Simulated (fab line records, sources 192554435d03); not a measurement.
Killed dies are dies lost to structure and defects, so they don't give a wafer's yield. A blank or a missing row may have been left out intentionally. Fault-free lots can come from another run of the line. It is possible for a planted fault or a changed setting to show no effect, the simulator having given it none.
8D (eight disciplines) problem report, filled in by code ; flow n5-finfet ; the parts of the form that need people (team, actions taken, sign-off) are left out

== 1. PROBLEM STATEMENT ==
cd-nm at N5_MOL_CONTACT_COAG_CD_MEAS_08 reads a mean of 25.79 nm on 3 wafers of 2 lots; wafers without a fault read 27.99 nm with a standard deviation of 0.23. That puts it -9.6 standard deviations away from the usual mean.
The step: target cd 28 nm.
The first sign was on wafer L457.2 at day 9 01:26, on cd-sem-03. At this step, 24 wafers from 8 lots have a number in the record. By rule, "out" or "out of limits" means more than 4 standard deviations away from the usual mean. All remaining wafers that have a number are taken as sound.

== 2. WHAT IT IS; WHAT IT IS NOT ==
question;is;is not
which readings at this step;cd-nm;-
which lots;L457, L458;L440, L445, L452, L453, L454, L463
which wafers of those lots;L457.2, L457.4, L458.2;L457.6, L458.1, L458.3
read on which gauges;cd-sem-02, cd-sem-03;cd-sem-01
when;from day 9 01:26;"up to then (16 sound wafers); but 5 sound wafers of L458, L463 came after"

== 3. THE SUSPECTS, EACH WITH WHAT RULES IT OUT ==
Counting: if a tool at a process step up to the reading ran every lot that is out, it stays a suspect. Sound lots after the first of them don't rule it out here, since some wafers of a struck lot are sound.
- the gauge at N5_MOL_CONTACT_COAG_CD_MEAS_08 has been ruled out. The wafers that are out were read on 2 gauges (cd-sem-02, cd-sem-03).
- euv-scanner-01 at N5_MOL_CONTACT_COAG_EXPOSE_05 (exposes mask CA, defocus 0 nm): kept. It ran every lot that is out, first L457 (day 9 01:19); its last sound lot up to then is L454 (day 8 03:29).
Remaining after the count: euv-scanner-01 at N5_MOL_CONTACT_COAG_EXPOSE_05.

== 4. THE CAUSE (what the simulator had put in) ==
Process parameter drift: euv-scanner-01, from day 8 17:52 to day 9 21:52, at N5_MOL_CONTACT_COAG_EXPOSE_05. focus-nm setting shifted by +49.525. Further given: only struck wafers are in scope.
After counting, this tool was the only one left.

== 5. THE CHAIN OF EFFECTS, in route order ==
Each row: a reading where the mean over the struck wafers with a number is more than 3 standard deviations away from the usual. Only readings for which the record gives a usual standard deviation are gone through. hours: the time from each lot's start at the first step in this table that gives one to its start at this step, as a median over the lots. sigmas: the change in usual standard deviations.
hours;step;reading;usual;on struck wafers;change;sigmas
0;N5_MOL_CONTACT_COAG_CD_MEAS_08;cd-nm;27.99 nm;25.79;-2.20;-9.6
1;N5_MOL_CONTACT_COAG_CD_MEAS_99;cd-nm;17.3 nm;15.0;-2.3;-5.3
76;N5_BEOL_M4_RC_MEAS_101;RC_DENSE_N;18.9 ohm.um;23.1;+4.2;+6.0
76;N5_BEOL_M4_RC_MEAS_101;RC_DENSE_P;23.6 ohm.um;28.8;+5.2;+5.8
76;N5_BEOL_M4_RC_MEAS_101;RC_N;15.4 ohm.um;18.7;+3.3;+6.2
76;N5_BEOL_M4_RC_MEAS_101;RC_P;19.3 ohm.um;23.3;+4.0;+5.8

== 6. WHAT WOULD HAVE CAUGHT IT SOONER ==
The first out-of-limits reading at a measuring or inspecting step in this record came at day 9 01:26, 8 hours after the fault's start at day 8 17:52.
L458, from the lots that are out (2), started N5_MOL_CONTACT_COAG_EXPOSE_05 on euv-scanner-01 later than day 9 01:26. Had the tool been put on hold then, it would have been spared.
